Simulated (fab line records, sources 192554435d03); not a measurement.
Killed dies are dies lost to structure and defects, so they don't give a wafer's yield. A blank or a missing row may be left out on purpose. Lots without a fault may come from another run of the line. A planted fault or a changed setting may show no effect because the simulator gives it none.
One fault seen from 3 desks | flow n5_finfet | each desk has only its own numbers; what lay behind them comes last

THE METROLOGY DESK
What the gauges read, lot by lot, whatever tool the lot ran on: means of the sampled wafers that have a number. A lot is out of limits, marked OUT, if its mean lies more than 4 standard deviations from the usual mean; the brackets give that distance.
Columns: A = M6_ILD_THK at N5_BEOL_M6_THK_MEAS_01, usual 155.0 nm
lot  | first seen here | A
L384 | day 8 06:01     | 156.0
L385 | day 8 09:30     | 152.0
L387 | day 9 04:52     | 153.9
L394 | day 12 00:01    | 156.9
L393 | day 12 00:47    | 156.4
L396 | day 12 07:20    | 155.4
L399 | day 12 18:16    | 157.9
L400 | day 13 03:01    | 156.1
L401 | day 13 04:47    | 156.2
L403 | day 13 18:45    | 153.6
L405 | day 14 10:34    | 152.1
This desk's finding: nothing out of limits on any of the 11 lots.

THE DEFECT DESK
What the inspections along the route counted, lot by lot: means of the sampled wafers that have a number. A lot is out of limits, marked OUT, if its mean lies more than 4 standard deviations from the usual mean; the brackets give that distance.
Columns: A = raw_defect_count at N5_BEOL_M5_INSPECT_58, usual 73; B = raw_defect_count at N5_BEOL_M6_INSPECT_13, usual 414
lot  | first seen here | A   | B
L384 | day 8 05:24     | 75  | 400
L385 | day 8 08:53     | 64  | 530
L387 | day 9 04:13     | 91  | 419
L394 | day 11 23:23    | 61  | 652
L393 | day 12 00:10    | 93  | 764
L396 | day 12 06:44    | 72  | 422
L399 | day 12 17:40    | 66  | 317
L400 | day 13 02:24    | 63  | 404
L401 | day 13 04:10    | 55  | 389
L403 | day 13 17:59    | 108 | 460
L405 | day 14 09:56    | 36  | 514
This desk's finding: nothing out of limits on any of the 11 lots.

THE TOOL OWNER'S DESK: pecvd-03
The tool's own readings at N5_BEOL_M6_PECVD_70 (deposits SiO2 from TEOS/O2, target thk 20 nm, time 22.7 s): means of the sampled wafers that have a number, for each lot that ran on this tool. A lot is out of limits, marked OUT, if its mean lies more than 4 standard deviations from the usual mean; the brackets give that distance.
Columns: A = heater_power_w at N5_BEOL_M6_PECVD_70, usual 715 W; B = showerhead_plenum_p_Torr at N5_BEOL_M6_PECVD_70, usual 8.74 Torr; C = throttle_valve_pct at N5_BEOL_M6_PECVD_70, usual 21.9 %
lot  | first seen here | A   | B    | C
L387 | day 9 04:54     | 726 | 8.66 | 22.3
L394 | day 12 00:04    | 712 | 8.73 | 21.7
L393 | day 12 00:49    | 647 | 8.77 | 21.0
This desk's finding: nothing out of limits on any of the 3 lots.

PUT TOGETHER
The metrology desk saw nothing out of limits.
The defect desk saw nothing out of limits.
The tool owner's desk saw nothing out of limits.

WHAT THE SIMULATOR HAD PUT IN
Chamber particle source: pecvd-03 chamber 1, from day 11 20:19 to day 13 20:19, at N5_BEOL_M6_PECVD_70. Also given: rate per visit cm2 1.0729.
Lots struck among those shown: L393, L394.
